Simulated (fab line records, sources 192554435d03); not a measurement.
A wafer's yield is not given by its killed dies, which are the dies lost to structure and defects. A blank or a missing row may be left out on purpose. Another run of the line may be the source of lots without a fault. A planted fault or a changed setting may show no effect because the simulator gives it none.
Which tool is to blame? + flow n5Finfet + 24 lots with 72 wafers sampled at 6 steps, on a route of 1938 steps

## WHAT THE GAUGES READ, wafer by wafer
N5_BEOL_M8_INSPECT_13: inspects for defects (brightfield). Usual: rawDefectCount reads 399 (standard deviation 99).
| lot  | measured     | on               | rawDefectCount | flag |
|------|--------------|------------------|----------------|------|
| L075 | day 10 10:05 | defectInspect-01 | 411 320 513    |      |
| L074 | day 10 13:45 | defectInspect-01 | 241 359 316    |      |
| L076 | day 11 07:42 | defectInspect-02 | 288 240 379    |      |
| L077 | day 11 08:05 | defectInspect-01 | 370 338 323    |      |
| L079 | day 11 12:48 | defectInspect-01 | 310 330 485    |      |
| L078 | day 11 13:59 | defectInspect-02 | 483 438 562    |      |
| L081 | day 12 02:17 | defectInspect-01 | 518 503 560    |      |
| L082 | day 12 02:28 | defectInspect-02 | 522 404 400    |      |
| L080 | day 12 09:40 | defectInspect-02 | 400 421 394    |      |
| L083 | day 13 03:40 | defectInspect-02 | 425 576 461    |      |
| L084 | day 13 08:34 | defectInspect-02 | 205 259 244    |      |
| L085 | day 14 03:57 | defectInspect-01 | 371 311 354    |      |
| L086 | day 14 07:43 | defectInspect-02 | 415 577 377    |      |
| L087 | day 14 08:38 | defectInspect-02 | 389 374 303    |      |
| L088 | day 15 05:02 | defectInspect-02 | 405 416 659    |      |
| L089 | day 15 11:16 | defectInspect-02 | 391 435 405    |      |
| L090 | day 16 03:32 | defectInspect-02 | 321 531 395    |      |
| L094 | day 16 09:25 | defectInspect-02 | 413 393 492    |      |
| L092 | day 16 15:55 | defectInspect-01 | 285 402 346    |      |
| L093 | day 16 20:04 | defectInspect-01 | 429 341 355    |      |
| L091 | day 16 20:36 | defectInspect-01 | 309 270 182    |      |
| L095 | day 16 23:33 | defectInspect-02 | 456 338 375    |      |
| L097 | day 17 05:53 | defectInspect-01 | 450 343 367    |      |
| L096 | day 17 18:46 | defectInspect-02 | 519 546 491    |      |

N5_BEOL_M9_CD_MEAS_18: pitch 140 nm, target cd 70 nm. Usual: cdNm reads 70.1 nm (standard deviation 0.46).
| lot  | measured     | on       | cdNm (nm)      | flag |
|------|--------------|----------|----------------|------|
| L075 | day 10 20:20 | cdSem-01 | 70.2 69.6 69.8 |      |
| L074 | day 11 02:54 | cdSem-01 | 69.6 69.7 70.2 |      |
| L076 | day 12 03:11 | cdSem-02 | 70.4 70.4 69.8 |      |
| L077 | day 11 23:47 | cdSem-02 | 68.9 69.6 69.6 |      |
| L079 | day 12 03:58 | cdSem-01 | 69.3 70.0 70.6 |      |
| L078 | day 12 02:50 | cdSem-03 | 70.2 69.5 69.9 |      |
| L081 | day 12 10:28 | cdSem-03 | 70.0 70.3 70.2 |      |
| L082 | day 12 10:44 | cdSem-01 | 70.3 70.0 70.3 |      |
| L080 | day 12 19:56 | cdSem-03 | 70.5 70.7 70.5 |      |
| L083 | day 13 15:19 | cdSem-01 | 70.1 69.0 69.9 |      |
| L084 | day 13 19:47 | cdSem-01 | 70.2 70.6 69.6 |      |
| L085 | day 14 13:23 | cdSem-02 | 70.4 70.4 70.7 |      |
| L086 | day 14 15:08 | cdSem-03 | 70.0 70.2 69.4 |      |
| L087 | day 14 17:05 | cdSem-02 | 71.5 70.6 71.0 |      |
| L088 | day 15 16:17 | cdSem-03 | 69.8 70.0 70.1 |      |
| L089 | day 15 23:13 | cdSem-02 | 69.7 70.5 70.4 |      |
| L090 | day 16 16:42 | cdSem-01 | 70.5 69.7 69.9 |      |
| L094 | day 16 20:08 | cdSem-01 | 70.9 70.5 70.5 |      |
| L092 | day 17 04:44 | cdSem-01 | 69.9 69.8 69.5 |      |
| L093 | day 17 05:16 | cdSem-01 | 70.9 71.0 70.3 |      |
| L091 | day 17 05:18 | cdSem-02 | 70.4 69.7 70.4 |      |
| L095 | day 17 08:39 | cdSem-01 | 69.5 69.9 69.8 |      |
| L097 | day 17 15:44 | cdSem-02 | 69.2 69.5 69.7 |      |
| L096 | day 18 03:53 | cdSem-02 | 70.1 70.2 69.7 |      |

## WHAT TOOL EACH LOT RAN ON (gives the tool, then ch and the chambers of the sampled wafers, and finally the start)
| lot  | N5_BEOL_M7_ALD_77                  | N5_BEOL_M7_SURFACE_TREAT_79 | N5_BEOL_M9_HM_DEP_02        | N5_BEOL_M9_ETCH_62                |
|------|------------------------------------|-----------------------------|-----------------------------|-----------------------------------|
| L075 | aldMetal-03 ch 0,1,2, day 10 04:34 | pvdSputter-03, day 10 05:05 | pvdSputter-01, day 10 19:13 | rieDiel-04 ch 2,3, day 10 19:53   |
| L074 | aldMetal-03 ch 1,2, day 10 07:17   | pvdSputter-03, day 10 07:36 | pvdSputter-03, day 11 01:48 | rieDiel-04 ch 0,2,3, day 11 02:29 |
| L076 | aldMetal-03 ch 0,2,3, day 11 02:13 | pvdSputter-01, day 11 02:37 | pvdSputter-02, day 12 01:56 | rieDiel-01 ch 2,3, day 12 02:36   |
| L077 | aldMetal-01 ch 0,2,3, day 11 03:52 | pvdSputter-03, day 11 04:12 | pvdSputter-01, day 11 22:38 | rieDiel-04 ch 0,2,3, day 11 23:20 |
| L079 | aldMetal-01 ch 1,2, day 11 08:27   | pvdSputter-03, day 11 08:44 | pvdSputter-02, day 12 02:22 | rieDiel-01 ch 0,3, day 12 03:25   |
| L078 | aldMetal-03 ch 0,2,3, day 11 11:08 | pvdSputter-01, day 11 11:31 | pvdSputter-02, day 12 01:38 | rieDiel-01 ch 2,3, day 12 02:18   |
| L081 | aldMetal-03 ch 2,3, day 11 21:35   | pvdSputter-02, day 11 21:53 | pvdSputter-02, day 12 09:25 | rieDiel-02 ch 0,3, day 12 10:05   |
| L082 | aldMetal-01 ch 1,2,3, day 11 21:53 | pvdSputter-01, day 11 22:14 | pvdSputter-02, day 12 09:43 | rieDiel-04 ch 0,2,3, day 12 10:20 |
| L080 | aldMetal-03 ch 0,3, day 12 05:15   | pvdSputter-01, day 12 05:35 | pvdSputter-02, day 12 18:49 | rieDiel-01 ch 1,2,3, day 12 19:21 |
| L083 | aldMetal-01 ch 1,2,3, day 12 22:38 | pvdSputter-02, day 12 22:59 | pvdSputter-03, day 13 14:16 | rieDiel-01 ch 0,2,3, day 13 14:56 |
| L084 | aldMetal-03 ch 0,1,3, day 13 03:28 | pvdSputter-01, day 13 03:48 | pvdSputter-03, day 13 18:31 | rieDiel-01 ch 0,1,3, day 13 19:25 |
| L085 | aldMetal-04 ch 0,1,3, day 13 23:58 | pvdSputter-01, day 14 00:16 | pvdSputter-01, day 14 12:22 | rieDiel-02 ch 0,2,3, day 14 13:02 |
| L086 | aldMetal-01 ch 1,2,3, day 14 03:46 | pvdSputter-02, day 14 04:04 | pvdSputter-01, day 14 14:06 | rieDiel-02 ch 1,2,3, day 14 14:46 |
| L087 | aldMetal-03 ch 2,3, day 14 04:10   | pvdSputter-01, day 14 04:53 | pvdSputter-01, day 14 16:02 | rieDiel-01 ch 0,1,3, day 14 16:43 |
| L088 | aldMetal-01 ch 0,1,2, day 15 01:22 | pvdSputter-01, day 15 01:38 | pvdSputter-03, day 15 15:22 | rieDiel-01 ch 0,2, day 15 15:55   |
| L089 | aldMetal-04 ch 0,1,3, day 15 07:53 | pvdSputter-03, day 15 08:11 | pvdSputter-03, day 15 22:07 | rieDiel-04 ch 1,2, day 15 22:49   |
| L090 | aldMetal-04 ch 0,1,3, day 15 21:38 | pvdSputter-03, day 15 21:58 | pvdSputter-03, day 16 15:40 | rieDiel-04 ch 0,1, day 16 16:20   |
| L094 | aldMetal-01 ch 1,2,3, day 16 03:20 | pvdSputter-01, day 16 03:43 | pvdSputter-01, day 16 18:59 | rieDiel-02 ch 1,2, day 16 19:46   |
| L092 | aldMetal-03 ch 2,3, day 16 09:17   | pvdSputter-01, day 16 09:39 | pvdSputter-02, day 17 03:24 | rieDiel-04 ch 0,1,3, day 17 04:19 |
| L093 | aldMetal-03 ch 2,3, day 16 13:17   | pvdSputter-02, day 16 14:00 | pvdSputter-03, day 17 03:43 | rieDiel-04 ch 0,1,3, day 17 04:45 |
| L091 | aldMetal-01 ch 0,2,3, day 16 15:10 | pvdSputter-03, day 16 15:28 | pvdSputter-02, day 17 03:47 | rieDiel-02 ch 1,2,3, day 17 04:46 |
| L095 | aldMetal-01 ch 0,2,3, day 16 20:23 | pvdSputter-01, day 16 20:56 | pvdSputter-03, day 17 07:41 | rieDiel-04 ch 0,2, day 17 08:14   |
| L097 | aldMetal-01 ch 0,1,2, day 17 03:10 | pvdSputter-03, day 17 03:29 | pvdSputter-01, day 17 14:41 | rieDiel-04 ch 1,2,3, day 17 15:22 |
| L096 | aldMetal-01 ch 0,2,3, day 17 12:16 | pvdSputter-03, day 17 13:55 | pvdSputter-01, day 18 02:41 | rieDiel-04 ch 0,2,3, day 18 03:26 |
- N5_BEOL_M7_ALD_77: deposits TaN, target thk 2 nm, pulse time 2 s, purge time 3 s.
- N5_BEOL_M7_SURFACE_TREAT_79
- N5_BEOL_M9_HM_DEP_02: deposits TiN, target thk 20 nm.
- N5_BEOL_M9_ETCH_62: etches SOC in N2/H2, target depth 110 nm, overetch 22 nm, time 165 s.

## AS READ BY THE TOOLS THEMSELVES (means over the sampled wafers that have a number; for cases with no such wafer, the mark the record gives instead)
N5_BEOL_M7_ALD_77. Usual: heaterPowerW 436 W, standard deviation 22; precursorVesselTempC 75.00 C, standard deviation 0.12.
| lot  | tool        | heaterPowerW (W) | precursorVesselTempC (C) | flag |
|------|-------------|------------------|--------------------------|------|
| L075 | aldMetal-03 | 434              | 75.04                    |      |
| L074 | aldMetal-03 | 446              | 75.04                    |      |
| L076 | aldMetal-03 | 442              | 75.09                    |      |
| L077 | aldMetal-01 | 442              | 74.98                    |      |
| L079 | aldMetal-01 | 445              | 74.99                    |      |
| L078 | aldMetal-03 | 435              | 74.90                    |      |
| L081 | aldMetal-03 | 451              | 74.99                    |      |
| L082 | aldMetal-01 | 436              | 75.02                    |      |
| L080 | aldMetal-03 | 443              | 75.11                    |      |
| L083 | aldMetal-01 | 435              | 75.06                    |      |
| L084 | aldMetal-03 | 443              | 74.98                    |      |
| L085 | aldMetal-04 | 440              | 75.13                    |      |
| L086 | aldMetal-01 | 435              | 75.03                    |      |
| L087 | aldMetal-03 | 452              | 75.04                    |      |
| L088 | aldMetal-01 | 427              | 74.98                    |      |
| L089 | aldMetal-04 | 446              | 74.98                    |      |
| L090 | aldMetal-04 | 441              | 74.97                    |      |
| L094 | aldMetal-01 | 432              | 74.98                    |      |
| L092 | aldMetal-03 | 406              | 75.12                    |      |
| L093 | aldMetal-03 | 409              | 74.92                    |      |
| L091 | aldMetal-01 | 430              | 75.06                    |      |
| L095 | aldMetal-01 | 435              | 74.90                    |      |
| L097 | aldMetal-01 | 428              | 74.96                    |      |
| L096 | aldMetal-01 | 434              | 74.99                    |      |

N5_BEOL_M9_HM_DEP_02. Usual: throttleValvePct reads 30.3 % (standard deviation 1.5).
| lot  | tool          | throttleValvePct (%) | flag |
|------|---------------|----------------------|------|
| L075 | pvdSputter-01 | 30.7                 |      |
| L074 | pvdSputter-03 | 30.8                 |      |
| L076 | pvdSputter-02 | 31.4                 |      |
| L077 | pvdSputter-01 | 30.4                 |      |
| L079 | pvdSputter-02 | 30.3                 |      |
| L078 | pvdSputter-02 | 30.4                 |      |
| L081 | pvdSputter-02 | 29.3                 |      |
| L082 | pvdSputter-02 | 29.1                 |      |
| L080 | pvdSputter-02 | 29.5                 |      |
| L083 | pvdSputter-03 | 31.1                 |      |
| L084 | pvdSputter-03 | 30.1                 |      |
| L085 | pvdSputter-01 | 30.8                 |      |
| L086 | pvdSputter-01 | 30.5                 |      |
| L087 | pvdSputter-01 | 31.8                 |      |
| L088 | pvdSputter-03 | 30.6                 |      |
| L089 | pvdSputter-03 | 31.0                 |      |
| L090 | pvdSputter-03 | 30.7                 |      |
| L094 | pvdSputter-01 | 31.7                 |      |
| L092 | pvdSputter-02 | 30.3                 |      |
| L093 | pvdSputter-03 | 30.3                 |      |
| L091 | pvdSputter-02 | 29.4                 |      |
| L095 | pvdSputter-03 | 30.0                 |      |
| L097 | pvdSputter-01 | 29.5                 |      |
| L096 | pvdSputter-01 | 30.7                 |      |

N5_BEOL_M9_ETCH_62. Usual: drypumpMotorCurrentA 5.5 A, standard deviation 0.47; oesProductAu 0.67 a.u., standard deviation 0.076; rfVppV 525.3 V, standard deviation 1.9; showerheadPlenumPTorr 2.60 Torr, standard deviation 0.068; tempC 40.01 C, standard deviation 0.11; throttleValvePct 17.80 %, standard deviation 0.21.
| lot  | tool       | drypumpMotorCurrentA (A) | oesProductAu (a.u.) | rfVppV (V) | showerheadPlenumPTorr (Torr) | tempC (C) | throttleValvePct (%) | flag |
|------|------------|--------------------------|---------------------|------------|------------------------------|-----------|----------------------|------|
| L075 | rieDiel-04 | 5.6                      | 0.61                | 522.2      | 2.52                         | 39.95     | 17.88                |      |
| L074 | rieDiel-04 | 5.7                      | 0.68                | 523.8      | 2.55                         | 39.94     | 17.82                |      |
| L076 | rieDiel-01 | 4.7                      | 0.62                | 525.2      | 2.60                         | 40.01     | 17.78                |      |
| L077 | rieDiel-04 | 5.7                      | 0.68                | 524.0      | 2.55                         | 40.14     | 17.83                |      |
| L079 | rieDiel-01 | 4.9                      | 0.61                | 525.4      | 2.63                         | 39.95     | 17.69                |      |
| L078 | rieDiel-01 | 4.7                      | 0.62                | 525.2      | 2.60                         | 39.91     | 17.78                |      |
| L081 | rieDiel-02 | 5.2                      | 0.60                | 525.7      | 2.64                         | 39.97     | 17.87                |      |
| L082 | rieDiel-04 | 5.8                      | 0.67                | 524.7      | 2.55                         | 40.00     | 17.84                |      |
| L080 | rieDiel-01 | 5.2                      | 0.69                | 524.8      | 2.59                         | 40.04     | 17.83                |      |
| L083 | rieDiel-01 | 5.0                      | 0.61                | 524.9      | 2.60                         | 40.11     | 17.79                |      |
| L084 | rieDiel-01 | 5.3                      | 0.67                | 526.8      | 2.63                         | 39.98     | 17.76                |      |
| L085 | rieDiel-02 | 5.1                      | 0.64                | 526.4      | 2.65                         | 39.98     | 18.03                |      |
| L086 | rieDiel-02 | 5.1                      | 0.65                | 526.9      | 2.66                         | 40.17     | 17.90                |      |
| L087 | rieDiel-01 | 5.3                      | 0.66                | 525.7      | 2.62                         | 39.95     | 17.77                |      |
| L088 | rieDiel-01 | 5.1                      | 0.61                | 524.0      | 2.56                         | 40.01     | 17.91                |      |
| L089 | rieDiel-04 | 5.9                      | 0.70                | 527.2      | 2.64                         | 40.12     | 17.70                |      |
| L090 | rieDiel-04 | 6.1                      | 0.75                | 526.3      | 2.63                         | 39.95     | 17.75                |      |
| L094 | rieDiel-02 | 5.0                      | 0.63                | 526.7      | 2.64                         | 40.09     | 17.96                |      |
| L092 | rieDiel-04 | 6.0                      | 0.70                | 525.6      | 2.60                         | 39.97     | 17.73                |      |
| L093 | rieDiel-04 | 5.9                      | 0.69                | 525.8      | 2.60                         | 39.97     | 17.75                |      |
| L091 | rieDiel-02 | 5.1                      | 0.64                | 526.3      | 2.65                         | 39.92     | 17.94                |      |
| L095 | rieDiel-04 | 5.9                      | 0.77                | 524.2      | 2.56                         | 40.07     | 17.78                |      |
| L097 | rieDiel-04 | 5.8                      | 0.72                | 524.5      | 2.57                         | 40.06     | 17.66                |      |
| L096 | rieDiel-04 | 5.7                      | 0.71                | 523.5      | 2.53                         | 40.01     | 17.75                |      |

## THE ANSWER, worked out from the rows above alone
Rule: a lot is off if the mean of its wafers that have a number lies more than 3 standard deviations from the usual mean. A lot without any number at a reading at which 4 lots or more have one is off too. Where the step has rows for the other lots, those lots are counted as sound. First the gauges in route order, then the tools' own readings, where a lot's mean is used as printed above. The first step at which some lot is off is used, and at that step the reading that is off furthest; a lot without a number counts as furthest.
Nothing can be told from this: no lot is off at any reading shown.

## WHAT THE SIMULATOR HAD PUT IN
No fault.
